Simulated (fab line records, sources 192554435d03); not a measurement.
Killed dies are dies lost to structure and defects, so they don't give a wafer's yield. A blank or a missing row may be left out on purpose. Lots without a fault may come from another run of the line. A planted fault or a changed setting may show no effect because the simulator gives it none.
Chamber matching | flow n5_finfet | N5_PMOS_HMC_CHANNEL_EPI_ETCH_32 on rie_diel-03: 4 sister chambers
The step etches BARC in N2/H2, stops on SiO2, target depth 85.8 nm, time 50.3 s. 4 wafers are shown with their chamber, then 7 later ones without.

WAFERS WITH THEIR CHAMBER
wafer  | chamber | showerhead_plenum_p_Torr (Torr)
L080.6 | 1       | 2.55
L092.5 | 3       | 2.65
L094.1 | 0       | 2.68
L094.4 | 2       | 2.43

WAFERS WITHOUT THEIR CHAMBER
wafer  | showerhead_plenum_p_Torr (Torr)
L094.5 | 2.54
L096.1 | 2.43
L096.2 | 2.54
L096.3 | 2.68
L097.4 | 2.68
L097.5 | 2.68
L097.6 | 2.53

WHICH CHAMBER EACH WENT THROUGH
wafer  | from the rows above | in truth
L094.5 | 1                   | 1
L096.1 | 2                   | 2
L096.2 | 1                   | 1
L096.3 | 0                   | 0
L097.4 | 0                   | 0
L097.5 | 0                   | 0
L097.6 | 1                   | 1
Placed correctly: 7 of 7. Can't be placed from these rows: 0. Placed wrongly: 0.
How it was worked out, from the rows above alone: a wafer's distance from a chamber is the root of the sum, over the readings, of the square of ((its reading less the chamber's mean) divided by the reading's scatter). The wafer belongs to the nearest chamber; if the next one is less than 2 further off, it can't be placed. A chamber's mean is the mean of its shown wafers. The scatter: with one shown wafer a chamber, the root of the mean of the squares of how far each hidden wafer lies from its nearest shown one.
